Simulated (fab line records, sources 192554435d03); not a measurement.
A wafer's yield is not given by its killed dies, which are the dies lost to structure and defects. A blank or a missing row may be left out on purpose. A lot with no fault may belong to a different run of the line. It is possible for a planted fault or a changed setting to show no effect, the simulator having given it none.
The tool behind it: which one? ; flow n5Finfet ; route of 1938 steps, sampled at 1 step: 14 lots, 42 wafers

WHAT THE GAUGES SHOWED, per wafer
N5_BEOL_M8_CD_MEAS_11: the cd target is 38.5 nm. Usual: cdNm reads 38.8 nm (standard deviation 0.53).
lot;measured;on;cdNm (nm);flag
L548;day 9 01:19;cdSem-02;39.9 39.8 38.7;
L549;day 9 12:37;cdSem-01;38.7 38.7 38.2;
L550;day 10 05:45;cdSem-03;39.1 38.9 39.1;
L552;day 11 02:04;cdSem-01;38.7 39.2 39.4;
L551;day 11 02:14;cdSem-03;38.7 38.7 39.5;
L553;day 11 02:32;cdSem-02;38.3 38.4 38.2;
L556;day 11 02:43;cdSem-01;37.7 38.0 37.3;
L555;day 11 12:46;cdSem-02;38.8 39.9 39.2;
L561;day 13 06:19;cdSem-01;38.2 38.2 38.2;
L563;day 13 19:01;cdSem-01;39.2 38.0 38.6;
L568;day 14 19:12;cdSem-02;39.2 38.4 38.9;
L569;day 15 00:43;cdSem-03;38.6 39.1 39.2;
L570;day 15 10:07;cdSem-01;38.7 39.1 38.3;
L571;day 15 13:48;cdSem-01;38.6 39.3 38.1;

EACH LOT AND THE TOOL THAT RAN IT (in order: tool; ch and the chambers of the sampled wafers; start)
There is no process step in the record ahead of these readings.

AS READ BY THE TOOLS THEMSELVES (means over the sampled wafers that have a number; for cases with no such wafer, the mark the record gives instead)
The record holds no such reading with a usual standard deviation.

THE ANSWER, worked out from the rows above alone
Rule: lot off if the mean of its wafers having a number is beyond 3 standard deviations from the usual mean. A lot without any number at a reading at which 4 lots or more have one is off too. The other lots that the step has rows for count as sound. First the gauges in route order, then the tools' own readings, where a lot's mean is used as printed above. At the first step where some lot is off, the reading lying furthest off is the one used; lots without a number count as furthest.
No lot is off at any reading shown: from this, nothing can be told.

WHAT HAD BEEN PUT IN BY THE SIMULATOR
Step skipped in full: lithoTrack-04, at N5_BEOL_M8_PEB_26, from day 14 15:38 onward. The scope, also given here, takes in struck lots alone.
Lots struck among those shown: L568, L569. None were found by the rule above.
